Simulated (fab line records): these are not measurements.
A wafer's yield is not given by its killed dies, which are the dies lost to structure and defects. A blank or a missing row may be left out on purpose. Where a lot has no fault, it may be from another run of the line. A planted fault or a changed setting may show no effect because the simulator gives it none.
fab line records | flow n5_finfet
record: lots: 3 | wafers: 9 | last_day: 20
route steps=1938 shown BEOL_M4@1099 BEOL_M5@1112 PASSIVATION@1936
lots untouched by any fault: they come from a run of this same line in which no faults occurred
start_h: start of the lot's first displayed wafer, in hours after the record's first day | wait_h: time in hours since the lot's previous step | " the same as in the row above | L1.1+2: one row covering several wafers at once | - no value present, or no start provided | * or withheld: withheld | < > ~ a bound
route shown NAME@n: NAME is a module with steps in the file, n the number in the route of the first one | usual: mean/standard deviation of fault-free wafers | same: alike in all rows | chamber/n: place in a boat | sites: readings site by site | _std_site: the values' standard deviation | _edge_site: mean of outer sites minus mean of inner sites | radius_mm: for every site, how far away it sits from the centre of the wafer | mask NAME#n: copy n | behind: tool/chamber where the wafer was last shaped | hold: the reason the lot was held/the length of the hold in hours/how it ended | device: the n, p or np transistor that did not switch | end of line: at the end of the route, the tests of the same wafers | a step with no rows: only its recipe | killed: dies that structure and defects cost at the first sort, which is not the same as the wafer's yield | map: per-die view of a wafer (x killed, . not killed, _ where there is no die)
set.NAME: the run value of the setting; set.NAME@STEP: its run value at that earlier step | model.NAME: the simulator's own value behind a step, which no gauge read
a table for each step, a row for each wafer; lots at some steps of the route
services: from which hour (start_h, from the record's first day; less than 0 if before it) a tool's chamber was out of use, for how many hours, and why
== steps ==
step: N5_BEOL_M4_ANNEAL_95
recipe: temp_c: 400 | time_s: 240 | ambient: vacuum
step: N5_BEOL_M4_SPUTTER_96
recipe: material: Cu | target_thk_a: 45 | temp_c: -20 | chamber_pressure_pa: 0.07 | power_w: withheld | time_s: 8.29
step: N5_BEOL_M4_ECD_50
recipe: material: Cu | target_thk_a: 3000
step: N5_BEOL_M4_ANNEAL_51
recipe: temp_c: 225 | time_s: 90 | ambient: N2
step: N5_BEOL_M4_CMP_52
recipe: stop_on: SiOC | t_overpolish_s: 6.8 | down_force_psi: 1 | platen_rpm: 50 | clearing_platen_down_force_psi: 1.5 | clearing_platen_rpm: 50 | post_cmp_clean: cu_alkaline | target_thk_nm: 40 | clearing_platen_pad_velocity_m_s: 0.99484 | pad_velocity_m_s: 0.99484
step: N5_BEOL_M4_PRE_CLEAN_60
recipe: gas: NH3/H2 | time_s: 15 | temp_c: * | rf_power_w: 300
step: N5_BEOL_M4_CO_CAP_55
recipe: material: Co | target_thk_a: 20 | temp_c: 200 | precursor: CCTBA/H2 | pressure_torr: 30 | time_s: 102.1
step: N5_BEOL_M4_PRE_CLEAN_56
recipe: gas: NH3 | time_s: 15 | temp_c: withheld | rf_power_w: 300
step: N5_BEOL_M4_DEP_57
recipe: material: SiCN | target_thk_a: 80 | temp_c: withheld | precursor: 3MS/NH3 | pressure_torr: 3 | rf_w: 202 | time_s: 14
step: N5_BEOL_M4_RC_MEAS_101
usual: DIBL_N: 36.0/1.3 | DIBL_P: 36.2/1.7 | IOFF_N: 0.155/0.024 | IOFF_P: 0.21/0.034 | ION_N: 674/9 | ION_P: 463/7.1 | SS_N: 71.4/0.5 | SS_P: 73.4/0.57 | VT_N: 250.0/2.8 | VT_P: -251/3.2
lot.wafer | tool      | chamber | start_h | wait_h | DIBL_N[mV/V] | DIBL_P[mV/V] | IOFF_N[nA/um] | IOFF_P[nA/um] | ION_N[uA/um] | ION_P[uA/um] | SS_N[mV/dec] | SS_P[mV/dec] | VT_N[mV] | VT_P[mV]
L349.1    | prober-02 | 0       | 275.49  | 0.0    | 37.0         | 38.2         | 0.178         | 0.22          | 685          | 457          | 71.6         | 74.0         | 247.9    | -251
L349.2    | "         | 0       | "       | "      | 35.5         | 36.5         | 0.145         | 0.19          | 670          | 455          | 71.2         | 72.9         | 251.7    | -253
L349.4    | "         | 0       | "       | "      | 34.1         | 34.6         | 0.124         | 0.17          | 664          | 458          | 70.4         | 73.0         | 253.6    | -254
L358.2    | prober-01 | 0       | 322.36  | 0.2    | 33.4         | 35.8         | 0.125         | 0.17          | 667          | 459          | 71.7         | 73.2         | 251.8    | -253
L358.5    | "         | 0       | "       | "      | 36.2         | 38.4         | 0.159         | 0.21          | 682          | 458          | 72.4         | 73.3         | 248.4    | -250
L358.6    | "         | 0       | "       | "      | 35.4         | 38.5         | 0.154         | 0.21          | 692          | 468          | 71.7         | 73.6         | 251.9    | -250
L361.3    | prober-01 | 0       | 369.74  | 0.3    | 36.5         | 37.8         | 0.169         | 0.22          | 677          | 467          | 72.0         | 73.8         | 246.4    | -251
L361.4    | "         | 0       | "       | "      | 36.6         | 38.2         | 0.188         | 0.24          | 689          | 471          | 72.0         | 73.6         | 246.5    | -249
L361.5    | "         | 0       | "       | "      | 36.4         | 37.4         | 0.172         | 0.22          | 679          | 462          | 71.7         | 73.4         | 246.8    | -250
step: N5_BEOL_M5_ILD_DEP_00
recipe: material: SiCOH_lowk | target_thk_a: 1406.4 | temp_c: 300 | precursor: DEMS/porogen | pressure_torr: 5 | rf_w: 500 | time_s: 25.9
step: N5_BEOL_M5_CURE_79
recipe: temp_c: 385 | time_s: 240 | ambient: He/Ar | material: SiCOH_lowk
step: N5_BEOL_M5_PECVD_70
recipe: material: SiO2 | target_thk_a: 160 | temp_c: 400 | precursor: TEOS/O2 | pressure_torr: 5.5 | rf_w: 450 | teos_flow_sccm: 53.8 | gas: O2 | flow_sccm: 3000 | time_s: 18
step: N5_BEOL_M5_HM_DEP_02
recipe: material: TiN | target_thk_a: 200 | temp_c: 25 | chamber_pressure_pa: 0.49996
step: N5_BEOL_M5_COAT_59
recipe: resist: SOC | temp_c: 250 | time_s: 60 | spin_rpm: 1500 | resist_thk_nm: 60
step: N5_BEOL_M5_COAT_60
recipe: resist: SiARC | temp_c: 220 | time_s: 60 | spin_rpm: 1500 | resist_thk_nm: 12
step: N5_BEOL_M5_COAT_71
recipe: resist: underlayer | temp_c: 205 | time_s: 60 | spin_rpm: 1500 | resist_thk_nm: 5
step: N5_BEOL_M5_COAT_05
recipe: resist: CAR-EUV | spin_rpm: 1500 | resist_thk_nm: 30
step: N5_BEOL_M5_EBR_07
recipe: solvent: PGMEA | ebr_width_mm: 1.5
step: N5_BEOL_M5_SOFTBAKE_06
recipe: temp_c: 110 | time_s: 60 | resist: CAR-EUV
step: N5_BEOL_M5_EXPOSE_08
recipe: mask_id: M5 | na: 0.33 | source_shape: annular | sigma_inner: 0.4 | sigma_outer: 0.8 | polarization: unpolarized | target_cd_nm: 28 | dose_mj: 35.75
step: N5_BEOL_M5_PEB_09
recipe: peb_temp_c: 100 | peb_time_s: 60 | resist: CAR-EUV
step: N5_BEOL_M5_DEVELOP_10
recipe: develop_time_s: 30 | developer: TMAH | resist: CAR-EUV | rinse_liquid: surfactant_rinse | dry: air_spin | dev_temp_c: 23
step: N5_BEOL_M5_DESCUM_16
recipe: chemistry: O2 | time_s: 7 | source_power_w: 50 | bias_power_w: 20 | pressure_mtorr: 20 | rf_frequency_hz: 2.712e+07 | temp_c: 40 | resist: CAR-EUV | o2_flow_sccm: 225
step: N5_BEOL_M5_ETCH_72
recipe: chemistry: N2/H2 | target: underlayer | target_depth_a: 65 | mask_material: CAR-EUV | time_s: 5.2 | ion_energy_ev: 200 | pressure_mtorr: 30 | source_w: 840 | bias_w: 150 | n2_flow_sccm: 200 | h2_flow_sccm: 200 | ends: cleared
step: N5_BEOL_M5_ETCH_61
recipe: chemistry: CF4 | target: SiARC | target_depth_a: 156 | mask_material: CAR-EUV | time_s: 26 | ion_energy_ev: 80 | pressure_mtorr: 40 | source_w: 545 | bias_w: 36 | Ar_flow_sccm: 100 | cf4_flow_sccm: 100 | ends: cleared
step: N5_BEOL_M5_ETCH_62
recipe: chemistry: N2/H2 | target: SOC | target_depth_a: 750 | overetch_a: 150 | mask_material: SiARC | temp_c: 40 | time_s: 112.5 | ion_energy_ev: 200 | pressure_mtorr: 30 | source_w: 840 | bias_w: 150 | n2_flow_sccm: 200 | h2_flow_sccm: 200
step: N5_BEOL_M5_STRIP_63
recipe: chemistry: N2/H2 | temp_c: 40 | n2_flow_sccm: 200 | h2_flow_sccm: 200 | rf_frequency_hz: 6e+07
step: N5_BEOL_M5_STRIP_73
recipe: chemistry: N2/H2 | temp_c: 40 | n2_flow_sccm: 200 | h2_flow_sccm: 200 | rf_frequency_hz: 6e+07
step: N5_BEOL_M5_STRIP_64
recipe: chemistry: CF4 | resist: SiARC | power_w: 300 | bias_power_w: 75 | pressure_mtorr: 50 | cf4_flow_sccm: 150 | rf_frequency_hz: 6e+07
step: N5_BEOL_M5_HM_OPEN_17
recipe: chemistry: Cl2/BCl3 | target_depth_a: 200 | overetch_a: 60 | target: TiN | mask_material: SOC | ion_energy_ev: 150 | pressure_mtorr: 10 | icp_w: 1000 | bias_w: 126 | Cl2_flow_sccm: 53.25 | bcl3_flow_sccm: 21.75 | Ar_flow_sccm: 25
step: N5_BEOL_M5_STRIP_19
recipe: chemistry: O2 | power_w: 400 | temp_c: 40 | pressure_mtorr: 30 | rf_frequency_hz: 6e+07 | bias_power_w: 0 | overash_fraction: 0.2 | o2_flow_sccm: 225
step: N5_BEOL_M5_COAT_65
recipe: resist: SOC | temp_c: 250 | time_s: 60 | spin_rpm: 1500 | resist_thk_nm: 60
step: N5_BEOL_M5_COAT_66
recipe: resist: SiARC | temp_c: 220 | time_s: 60 | spin_rpm: 1500 | resist_thk_nm: 12
step: N5_BEOL_M5_TRENCH_ETCH_37
recipe: chemistry: C4F6/O2 | target_depth_a: 716.52 | target: SiCOH_lowk | time_s: 24.7 | ion_energy_ev: 250 | pressure_mtorr: 30 | source_w: 345 | bias_w: 185 | Ar_flow_sccm: 300 | C4F6_flow_sccm: 10 | O2_flow_sccm: 10
usual: drypump_motor_current_A: 6.0/0.55 | oes_product_au: 0.79/0.075 | rf_vpp_V: 667/6.1 | run_length_s: 47.9/0.39 | showerhead_plenum_p_Torr: 2.84/0.086 | throttle_valve_pct: 21.06/0.2
lot.wafer | tool        | chamber | start_h | wait_h | drypump_motor_current_A | oes_product_au | rf_hours_counter_h | rf_vpp_V | run_length_s | showerhead_plenum_p_Torr | throttle_valve_pct | model.BEOL_M5.feature_depth_nm | model.etch.depth_nm | model.TiN_of_BEOL_M5_HM_DEP_02.thk_nm
L349.1    | rie_diel-01 | 1       | 280.20  | -      | 6.3                     | 0.73           | 174                | 668      | 48.1         | 2.83                     | 20.90              | 71.2                           | 71.23               | 17.8
L349.2    | "           | 0       | "       | "      | 6.6                     | 0.76           | 122                | 668      | 48.5         | 2.75                     | 21.32              | 70.8                           | 70.71               | 18
L349.4    | "           | 2       | "       | "      | 6.4                     | 0.86           | 47                 | 672      | 47.8         | 3.00                     | 21.12              | 73.4                           | 73.4                | 17.6
L358.2    | rie_diel-01 | 2       | 329.14  | -      | 6.4                     | 0.84           | 61                 | 674      | 48.2         | 2.99                     | 21.15              | 73.2                           | 73.26               | 18.2
L358.5    | "           | 0       | "       | "      | 6.6                     | 0.76           | -                  | 668      | 65.1         | 2.74                     | 21.34              | 120.6                          | 120.6               | 16.8
L358.6    | "           | 1       | "       | "      | 6.3                     | 0.72           | -                  | 668      | 48.1         | 2.82                     | 20.91              | 71                             | 70.99               | 18
L361.3    | rie_diel-06 | 2       | 373.62  | -      | 6.4                     | 0.73           | 207                | 656      | 47.7         | 2.72                     | 21.12              | 70.6                           | 70.65               | 17.8
L361.4    | "           | 3       | "       | "      | 5.2                     | 0.76           | 113                | 668      | 47.4         | 2.85                     | 21.20              | 71.8                           | 71.8                | 17.8
L361.5    | "           | 0       | "       | "      | 6.4                     | 0.90           | -                  | 671      | 47.8         | 2.91                     | 21.02              | 73                             | 73.02               | 17.8
step: N5_BEOL_M5_ETCH_41
recipe: chemistry: CH3F/O2 | target: SiCN | target_depth_a: 315 | taper_deg: 2 | time_s: 56.7 | ion_energy_ev: 120 | mask_material: TiN | pressure_mtorr: 30 | source_w: 395 | bias_w: 75 | Ar_flow_sccm: 150 | CH3F_flow_sccm: 30 | O2_flow_sccm: 20
usual: drypump_motor_current_A: 6.0/0.54 | oes_product_au: 0.79/0.074 | rf_vpp_V: 297.3/1.5 | run_length_s: 79.9/0.38 | showerhead_plenum_p_Torr: 2.00/0.064 | throttle_valve_pct: 16.45/0.19
lot.wafer | tool        | chamber | start_h | wait_h | drypump_motor_current_A | oes_product_au | rf_hours_counter_h | rf_vpp_V | run_length_s | showerhead_plenum_p_Torr | throttle_valve_pct | model.BEOL_M5.cd_nm
L349.1    | rie_diel-01 | 1       | -       | -      | 6.2                     | 0.74           | 174                | 297.0    | 80.3         | 1.99                     | 16.34              | 27.8
L349.2    | "           | 0       | "       | "      | 6.6                     | 0.77           | 122                | 297.1    | 80.3         | 1.93                     | 16.69              | 28.2
L349.4    | "           | 2       | "       | "      | 6.4                     | 0.86           | 47                 | 299.5    | 80.0         | 2.11                     | 16.47              | 27.8
L358.2    | rie_diel-01 | 2       | -       | -      | 6.4                     | 0.83           | 61                 | 298.4    | 79.5         | 2.11                     | 16.51              | 28.2
L358.5    | "           | 0       | "       | "      | 6.6                     | 0.76           | -                  | 296.1    | 80.0         | 1.92                     | 16.69              | 28.2
L358.6    | "           | 1       | "       | "      | 6.3                     | 0.72           | -                  | 299.1    | 80.4         | 1.98                     | 16.37              | 28.6
L361.3    | rie_diel-06 | 2       | -       | -      | 6.4                     | 0.73           | 207                | 295.7    | 80.1         | 1.91                     | 16.52              | 28.2
L361.4    | "           | 3       | "       | "      | 5.2                     | 0.76           | 113                | 296.6    | 79.8         | 2.01                     | 16.58              | 28
L361.5    | "           | 0       | "       | "      | 6.4                     | 0.89           | -                  | 298.6    | 79.5         | 2.05                     | 16.32              | 28.2
step: N5_BEOL_M5_OCD_MEAS_38
usual: trench_depth_nm: 72.0/1
lot.wafer | tool   | chamber | start_h | wait_h | trench_depth_nm
L349.1    | ocd-02 | -       | 280.36  | -      | 70.8
L349.2    | "      | -       | "       | "      | 70.7
L349.4    | "      | -       | "       | "      | 73.4
L358.2    | ocd-02 | -       | 329.29  | -      | 73.3
L358.5    | "      | -       | "       | "      | 121.4
L358.6    | "      | -       | "       | "      | 70.8
L361.3    | ocd-01 | -       | 373.78  | -      | 69.9
L361.4    | "      | -       | "       | "      | 71.6
L361.5    | "      | -       | "       | "      | 72.3
step: N5_BEOL_M5_CMP_52
recipe: stop_on: SiCOH_lowk | t_overpolish_s: 6.9 | down_force_psi: 1 | platen_rpm: 50 | clearing_platen_down_force_psi: 1.5 | clearing_platen_rpm: 50 | post_cmp_clean: cu_alkaline | target_thk_nm: 62 | clearing_platen_pad_velocity_m_s: 0.99484 | pad_velocity_m_s: 0.99484
usual: motor_current_A: 6.2/0.7
lot.wafer | tool   | chamber | start_h | wait_h | motor_current_A | model.Cu_of_BEOL_M5_ECD_50.thk_nm
L349.4    | cmp-01 | 2       | 287.42  | 0.2    | 6.7             | 63.6
L349.2    | "      | 3       | "       | "      | 6.0             | 61.8
L349.1    | "      | 0       | "       | "      | 5.3             | 61
L358.2    | cmp-03 | 0       | 335.84  | 0.2    | 6.1             | 63
L358.6    | "      | 0       | "       | "      | 6.1             | 60.4
L358.5    | "      | 1       | "       | "      | 6.5             | 110
L361.3    | cmp-01 | 3       | 380.97  | 0.2    | 5.8             | 61.4
L361.4    | "      | 1       | "       | "      | 6.3             | 61.4
L361.5    | "      | 3       | "       | "      | 6.0             | 63.8
step: N5_BEOL_M5_THK_MEAS_53
recipe: thk_meas_gauge: xrf | reads: Cu_of_BEOL_M5_ECD_50
usual: M5_THK: 62.7/1.5
lot.wafer | tool          | chamber | start_h | wait_h | M5_THK[nm]
L349.1    | film_metro-02 | -       | 287.68  | -      | 61.3
L349.2    | "             | -       | "       | "      | 62.3
L349.4    | "             | -       | "       | "      | 64.4
L358.2    | film_metro-02 | -       | 336.14  | -      | 62.4
L358.5    | "             | -       | "       | "      | 109.0
L358.6    | "             | -       | "       | "      | 59.9
L361.3    | film_metro-02 | -       | 381.27  | -      | 61.3
L361.4    | "             | -       | "       | "      | 61.4
L361.5    | "             | -       | "       | "      | 63.8
step: N5_BEOL_M5_RS_MEAS_57
recipe: thk_meas_gauge: four-point-probe | reads: Co_of_BEOL_M5_CO_CAP_78+Cu_of_BEOL_M5_ECD_50+Co_of_BEOL_M5_CVD_47+TaN_of_BEOL_M5_ALD_86
usual: M5_RS: 0.388/0.01
lot.wafer | tool          | chamber | start_h | wait_h | M5_RS[ohm/sq]
L349.1    | film_metro-01 | -       | 288.06  | 0.0    | 0.395
L349.2    | "             | -       | "       | "      | 0.389
L349.4    | "             | -       | "       | "      | 0.375
L358.2    | film_metro-02 | -       | 336.45  | 0.1    | 0.379
L358.5    | "             | -       | "       | "      | 0.198
L358.6    | "             | -       | "       | "      | 0.398
L361.3    | film_metro-02 | -       | 381.53  | 0.1    | 0.391
L361.4    | "             | -       | "       | "      | 0.391
L361.5    | "             | -       | "       | "      | 0.372
step: N5_PASSIVATION_PROBE_49
usual: defect_limited_yield: 90.8/1.7 | killed_at_M0_to_M3: 37/12 | killed_at_M4_up: 15/5.6 | killed_at_contacts: 13/6.9 | killed_at_front_end: 40/11 | killed_at_other: 4/3.2 | killed_dies: 109/20 | killed_on_rim: 14/4.3 | killed_open: 73/15 | killed_short: 35/8.3 | sort_bin_5_function: 5.4/1.1 | sort_bin_6_memory: 3.5/0.73 | sort_n_pass: 1071/20 | sort_yield_pct: 90.8/1.7
same: gross_dies: 1180 | killed_at_back_side: 0 | sort_bin_4_leakage[%]: 0 | sort_bin_8_speed[%]: 0
lot.wafer | tool      | chamber | start_h | wait_h | defect_limited_yield[%] | killed_at_M0_to_M3 | killed_at_M4_up | killed_at_contacts | killed_at_front_end | killed_at_other | killed_dies | killed_on_rim | killed_open | killed_short | sort_bin_5_function[%] | sort_bin_6_memory[%] | sort_n_pass | sort_yield_pct[%]
L358.2    | prober-01 | -       | 431.24  | 0.1    | 93.1                    | 26                 | 14              | 15                 | 25                  | 1               | 81          | 8             | 57          | 22           | 4.3                    | 2.1                  | 1099        | 93.1
L358.5    | prober-01 | -       | 431.39  | 0.2    | 12.4                    | 30                 | 951             | 11                 | 41                  | 1               | 1034        | 111           | 73          | 31           | 5.0                    | 3.7                  | 146         | 12.4
L358.6    | prober-01 | -       | 431.44  | 0.3    | 90.8                    | 35                 | 20              | 13                 | 40                  | 1               | 109         | 13            | 81          | 25           | 5.7                    | 3.2                  | 1071        | 90.8
killed by level:class
L358.2 MOL_CONTACT_COAG:geometric_particle:open=14 BEOL_M0:geometric_particle:open=7 BEOL_M4:geometric_particle:open=7 STI_FIN_REVEAL:geometric_particle:open=6 GATE_CUT:geometric_particle:short=6 BEOL_M0_SAQP:geometric_particle:open=6 FIN_SAQP:geometric_particle:short=5 BEOL_M3:geometric_particle:open=4
L358.5 BEOL_M5:area_etch=930 FIN_SAQP:geometric_particle:open=9 MOL_CONTACT_COAG:geometric_particle:open=9 STI_FIN_REVEAL:geometric_particle:open=7 BEOL_M2:geometric_particle:open=7 FIN_SAQP:geometric_particle:short=6 BEOL_M4:geometric_particle:open=6 GATE_CUT:geometric_particle:open=5
L358.6 FIN_SAQP:geometric_particle:open=14 MOL_CONTACT_COAG:geometric_particle:open=13 BEOL_M4:geometric_particle:open=9 BEOL_M2:geometric_particle:open=9 BEOL_M1:geometric_particle:open=8 FIN_SAQP:geometric_particle:short=7 BEOL_M0:geometric_particle:open=6 STI_FIN_REVEAL:geometric_particle:open=5
map L358.5 (x killed, . not)
_________________.xxxxxxxxxxx________________
______________xxxxxxxxxxxxxxxxx._____________
___________xxxxxxxxxxxxxxxxxx.xxxx.__________
__________xxxxxxxxxxxxxxxxxxxxxxxxxx_________
________xxxxxxx.xxxxxxxxxxxx.xxxxx.xxx_______
_______xxxxxxxxxxxxxxxxxxxxxxxxxxxxx.xx______
______xxxxxxxxxxxxxxxxxx.xxxxxxx.xxxxxxx_____
_____xxxxxxxxxxxxxxxxxxxxxxxxxxxxxxxxx.xx____
____x.xx.x.xxxxxxxxxxxxxxxxxxxxxxxxx..xx.x___
___xxxxx.xxxxxxxxxxxxxxxx.xxxx.xxxxxxxxxxx.__
___xxxxxxxxxxxxxxxxxxx.xxxxxxxxxxxxxxxxxxxx__
__.xxxxxxxx.xxxxxxxxxxxxxxxxxxxxxxxxxxxxxx.x_
__xxxxxxxxxxxxxxxxxxxxxxxxxxxx.xxxxxxxxxxx.x_
_xxx.xxxxxxxxxxxxxxxxxxxxxxxxxxxxxxxxxxx.xxxx
_.xxxx.xxxxxxxxxxxxxxxxxxxxxxxxxxxxxxxxx..xxx
_.xxxxxxxxxxxxxxxxxxxxxxxx.xxxxxxx.x.xxxxxxxx
_xxxxxxxxxxxxxxxxxxxxxxxxxxxxxxxxxxxxxxxxxxxx
_.xxxxx.xx.xxxxxxxxxxxxxxxxxxxxxx.xxxxxxxxxx.
_xxx.xxxxxxxxxxxxxxxxxxxxxxxxxxxxxxxxxx.x..x.
_x.xxxxxxxxxxx.xxxxxxxxxxxxxxxxx.xxxxxxx.xxxx
_xxxxxxxx.xxxxxxxxxxxxxxxxxxxxxxxxxxxxxx.x.x.
__xxx.xxx.xxxxxxxxxxxxxxxxxxxxxxxxxxxxxxxx.x_
__.xxxxxxxx.xxxxxxxxxxxxxx.xxxxxxxx.xxx.xx.x_
___xxxxxx.xxxx.xxxxxxx.xxxxxxxx.xxxxx.xxx.x__
___..xx.xxxxxxx..xx.xxxxxx.xxxxxxx.xxx.xxxx__
____xxx.xx.xxxxxxxxxx.xxxxxxx.xx..xxxxxxxx___
_____..xx.xxxxxxx..xxxxx.xxxx..x.x.xx.x..____
______x.xxxx..xxxxxxxxxx.xx.xxx.xxx.xxxx_____
_______..xx.x.xxxxxx.xxxxxxxxxxxxx.x.xx______
________xxxxxxx..xxxxxxxxxxx.x.x.xxx.._______
__________xxx.xxxxxx.xxxxxxxxx.x...._________
___________.x.xx.xxxxxxxxxxx..x....__________
______________xx.x..x.xx.x.x.xxx_____________
_________________xxx.xxx.x..x________________
map L349.4 (x killed, . not)
_________________......x.x...________________
______________.................._____________
___________....x...................__________
__________.........................._________
________...........x.......xx........._______
_______x..x.x.....xx..x................______
______........x.......................x._____
_____.........................x....x.....____
____.................................x....___
___.........x.............x...............x__
___..............x.........................__
__..x........x..................x..........._
__x...........x....x.............x.xx......._
_.....xx.x...........................x...x...
_x........x.....................x......xx..x.
_......xx.................x...x..............
_.....................xx.................x...
_...............x................x..x..x.xx..
_.x..x....x.................x................
_....x......x................x..........x....
_...............x...x.....x.................x
__...x.....x......x..................x......_
__.............................xx..xx......._
___.......................................x__
___x.....x.............x...................__
____............x.............x...........___
_____..x.....xx..x...x...................____
______......xx..x..x...................._____
_______.....x........x.x..x............______
________..........x......x....x......._______
__________.....xx.................x._________
___________........x...............__________
______________.................x_____________
_________________..x.........________________
== services ==
tool        | chamber | start_h | hours | kind
cmp-03      | -       | 262.37  | 2.5   | repair
rie_diel-06 | 3       | 281.08  | 5.0   | repair
rie_diel-06 | 1       | 284.55  | 4.9   | repair
cmp-01      | -       | 288.63  | 2.4   | repair
rie_diel-06 | 0       | 289.47  | -     | clean
rie_diel-06 | 0       | 289.47  | -     | consumable_replace:focus_ring
rie_diel-06 | 0       | 289.47  | 12.7  | scheduled_down
rie_diel-06 | 0       | 289.47  | 12.7  | vent_cycle
cmp-03      | -       | 312.21  | 3.3   | pm
cmp-03      | -       | 318.05  | 1.8   | repair
cmp-01      | -       | 327.51  | 4.0   | pm
cmp-01      | -       | 331.51  | -     | consumable_replace:conditioner
cmp-01      | -       | 331.51  | -     | consumable_replace:pad
cmp-01      | -       | 335.24  | 6.8   | pm
cmp-03      | -       | 362.08  | 1.0   | repair
cmp-03      | -       | 368.47  | 1.3   | repair
== key ==
first_sign: step: N5_BEOL_M5_TRENCH_ETCH_37 | reading: run_length_s | direction: up | sigmas: 44 | usual: * | struck: *
effect: step: N5_BEOL_M5_OCD_MEAS_38 | reading: trench_depth_nm | direction: up | sigmas: 48 | usual: 72.0 | struck: 121.4
effect: step: N5_BEOL_M5_THK_MEAS_53 | reading: M5_THK | direction: up | sigmas: 31 | usual: 62.7 | struck: 109.0
effect: step: N5_BEOL_M5_RS_MEAS_57 | reading: M5_RS | direction: down | sigmas: 18 | usual: 0.388 | struck: 0.198
effect: step: N5_PASSIVATION_PROBE_49 | reading: killed_at_M4_up | direction: up | sigmas: 99+ | usual: 15 | struck: 951
model_effect: step: N5_BEOL_M5_TRENCH_ETCH_37 | value: BEOL_M5.feature_depth_nm | without: 72 | struck: 120.6
model_effect: step: N5_BEOL_M5_ETCH_41 | value: BEOL_M5.cd_nm | without: 27.8 | struck: 28.2
model_effect: step: N5_BEOL_M5_CMP_52 | value: Cu_of_BEOL_M5_ECD_50.thk_nm | without: 61.4 | struck: 110
more_kills_born_at: N5_BEOL_M5_TRENCH_ETCH_37@rie_diel-01: 930
met_at N5_BEOL_M5_TRENCH_ETCH_37
struck_wafers L358.5
later_rows_left_out L358.5
onset_between 280.20 329.14
fault: kind: process_parameter_drift | tool: rie_diel-01 | chamber: 0 | onset_h: 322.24 | steps: N5_BEOL_M5_TRENCH_ETCH_37 | channel: time_s | offset: * | shape: step | end_h: 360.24 | acts_in: * | stated: *
later_rows_left_out: the simulator's readings of these wafers behind a module that went badly wrong aren't trusted and aren't shown, but for the sort
